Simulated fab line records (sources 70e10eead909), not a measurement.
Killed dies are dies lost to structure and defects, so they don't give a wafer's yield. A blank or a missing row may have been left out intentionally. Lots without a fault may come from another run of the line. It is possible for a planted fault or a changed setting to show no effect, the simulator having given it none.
One fault seen from 2 desks	flow nand_harc	every desk sees just its own numbers, and what lay behind them comes last

TOOL OWNER'S DESK, ald_metal-02
The tool's own readings at NHARC_A_WL_FILL_ALD_02 (deposits TiN, target thk 2 nm, pulse time 3 s, ald cycles 100): means of the sampled wafers that have a number, for each lot that ran on this tool. Any lot whose mean is over 4 standard deviations away from the usual mean is out of limits and marked OUT; that distance is given in the brackets.
Columns: A = heater_power_w at NHARC_A_WL_FILL_ALD_02, usual 1088 W; B = precursor_pulse_height_rel at NHARC_A_WL_FILL_ALD_02, usual 0.999
lot	first seen here	A	B
L548	day 14 19:13	1068	0.996
L550	day 15 02:25	1043	0.993
L554	day 16 14:34	1164	0.996
L557	day 16 19:17	1155	1.009
L559	day 17 23:05	1227	1.013
L566	day 19 16:47	1080	1.013
L568	day 19 23:50	1172	0.986
This desk's finding: nothing out of limits on any of the 7 lots.

THE DEFECT DESK
What the inspections along the route counted, lot by lot: means of the sampled wafers that have a number. Any lot whose mean is over 4 standard deviations away from the usual mean is out of limits and marked OUT; that distance is given in the brackets.
Columns: A = raw_defect_count at NHARC_A_SGD_CUT_INSPECT_11, usual 17
lot	first seen here	A
L548	day 13 16:15	8
L550	day 14 04:55	24
L551	day 14 09:52	7
L553	day 15 08:58	12
L554	day 15 09:08	27
L557	day 15 21:02	13
L555	day 15 21:43	24
L559	day 17 00:00	33
L561	day 17 00:11	10
L566	day 18 11:08	12
L570	day 19 02:28	10
L568	day 19 02:43	12
L571	day 19 16:29	13
This desk's finding: nothing out of limits on any of the 13 lots.

ALL TOGETHER
The tool owner's desk saw nothing out of limits.
No out-of-limits result turned up at the defect desk.

WHAT THE SIMULATOR PUT IN
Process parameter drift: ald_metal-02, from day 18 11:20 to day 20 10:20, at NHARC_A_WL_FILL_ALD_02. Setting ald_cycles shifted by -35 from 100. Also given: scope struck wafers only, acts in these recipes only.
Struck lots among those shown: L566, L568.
